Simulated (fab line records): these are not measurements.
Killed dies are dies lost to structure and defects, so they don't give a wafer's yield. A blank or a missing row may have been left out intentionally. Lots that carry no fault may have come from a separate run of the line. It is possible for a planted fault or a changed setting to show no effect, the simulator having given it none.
Struck lot and sound lot, side by side    flow nandHarc    18 steps out of a route of 1302
Sound: wafers L199.2, L199.3, L199.4. Struck: wafer L195.1 (left out: L195.2, a lot-mate that was not struck); the cause follows at the end.
Order at every step that has rows: each side's tool, ch and its chambers, its first start. Under that, the readings that differ: sound wafers    struck wafers    difference of the means    sigmas: that difference in standard deviations of wafers without a fault.
alike: same words and numbers on both sides, and readings whose means sit less than 2 such deviations apart. not compared: any withheld reading, any reading some wafer has no value for, any bound like >300 that may hide the same value, and any number with overlapping values for which the record gives no deviation.
A row with sigmas, a row that says differs or no value, or rows on one side alone: a step with any of these is where the two part. Numbers that have no deviation but don't overlap get no sigmas and don't part them. A reading missing from all wafers of one side parts the sides only when that side holds two or more wafers.

NHARC_A_SGD_CUT_CD_MEAS_09: the cd target is 100 nm.
  sound on cdSem-01 ch 0, day 26 00:17; struck on cdSem-01 ch 0, day 23 14:33
  alike: cdNm
NHARC_A_SGD_CUT_OVL_MEAS_10:
  struck on overlay-02, day 23 14:38; sound on overlay-01, day 26 00:23
  alike: overlayXNm, overlayYNm
NHARC_A_SGD_CUT_INSPECT_11:
  struck on defectInspect-01, day 23 14:40; sound on defectInspect-01, day 26 00:25
reading         sound      struck  difference  sigmas
rawDefectCount  98 79 103  19      -74         -2
NHARC_A_SGD_CUT_DESCUM_14: chemistry O2, time 3 s.
  sound on rieDiel-12 ch 0,1,3, day 26 00:29; struck on rieDiel-09 ch 0, day 23 14:44
reading              sound     struck  difference  sigmas
rfHoursCounterH (h)  14 13 14  1       -13         
  alike: drypumpMotorCurrentA, oesProductAu, rfVppV, showerheadPlenumPTorr, throttleValvePct
NHARC_A_SGD_CUT_ETCH_58: etches the open film in CF4, target depth 39 nm, time 65 s.
  sound on rieDiel-12 ch 1,2,3, day 26 00:34; struck on rieDiel-09 ch 0, day 23 14:51
reading              sound     struck  difference  sigmas
rfHoursCounterH (h)  14 11 14  1       -12         
  alike: drypumpMotorCurrentA, oesProductAu, rfVppV, showerheadPlenumPTorr, throttleValvePct
NHARC_A_SGD_CUT_ETCH_59: etches the open film in N2/H2, target depth 260 nm, time 406.25 s.
  sound on rieDiel-12 ch 0,2,3; struck on rieDiel-09 ch 2
reading              sound     struck  difference  sigmas
rfHoursCounterH (h)  11 15 13  2       -11         
  alike: drypumpMotorCurrentA, oesProductAu, rfVppV, showerheadPlenumPTorr, throttleValvePct
NHARC_A_SGD_CUT_ETCH_15: etches the open film in CH3F/O2, target depth 75 nm, time 64.3 s.
  sound on rieDiel-12 ch 0,2; struck on rieDiel-09 ch 0
  alike: ch3fFlowSccm, drypumpMotorCurrentA, oesProductAu, rfVppV, showerheadPlenumPTorr, throttleValvePct
  not compared: rfHoursCounterH
NHARC_A_SGD_CUT_ETCH_16: etches the open film in C4F8/O2/Ar, target depth 310.5 nm, time 155.2 s.
  sound on rieDiel-12 ch 0,1,2; struck on rieDiel-09 ch 0
reading              sound              struck  difference  sigmas
oesProductAu (a.u.)  0.951 0.938 0.940  0.984   +0.041      +3
  alike: rfVppV
  not compared: rfHoursCounterH
then, 4 steps without rows for these wafers: NHARC_A_SGD_CUT_STRIP_60 (strips in C4F8/O2/Ar); NHARC_A_SGD_CUT_STRIP_17 (strips in O2); NHARC_A_SGD_CUT_PRECLEAN_18 (cleans in SC1); NHARC_A_SGD_CUT_SRD_19.
NHARC_A_SGD_CUT_DEP_20: deposits SiO2, target thk 150 nm.
  sound on fcvd-02 ch 0,1, day 26 02:07; struck on fcvd-01 ch 0,1, day 23 16:20
then, 2 steps without rows for these wafers: NHARC_A_SGD_CUT_ANNEAL_27 (time 1800 s); NHARC_A_SGD_CUT_CMP_21 (polishes, target thk 148.19 nm).
NHARC_A_SGD_CUT_THK_MEAS_22: measures by ellipsometry.
  struck on filmMetro-02, day 23 21:34; sound on filmMetro-01, day 26 08:51
reading     sound              struck  difference  sigmas
thkNm (nm)  149.7 148.0 148.6  141.3   -7.5        -5
next, for these wafers, 1 step has no rows: NHARC_A_SGD_CUT_SRD_23.
NHARC_END_SORT_01:
  the record has rows for the sound wafers here (prober-01 ch 0, day 31 02:31) and none for the struck ones

WHERE THEY PART
Earliest at NHARC_A_SGD_CUT_INSPECT_11; latest, in this record, at NHARC_END_SORT_01.

WHY: what the simulator had put in
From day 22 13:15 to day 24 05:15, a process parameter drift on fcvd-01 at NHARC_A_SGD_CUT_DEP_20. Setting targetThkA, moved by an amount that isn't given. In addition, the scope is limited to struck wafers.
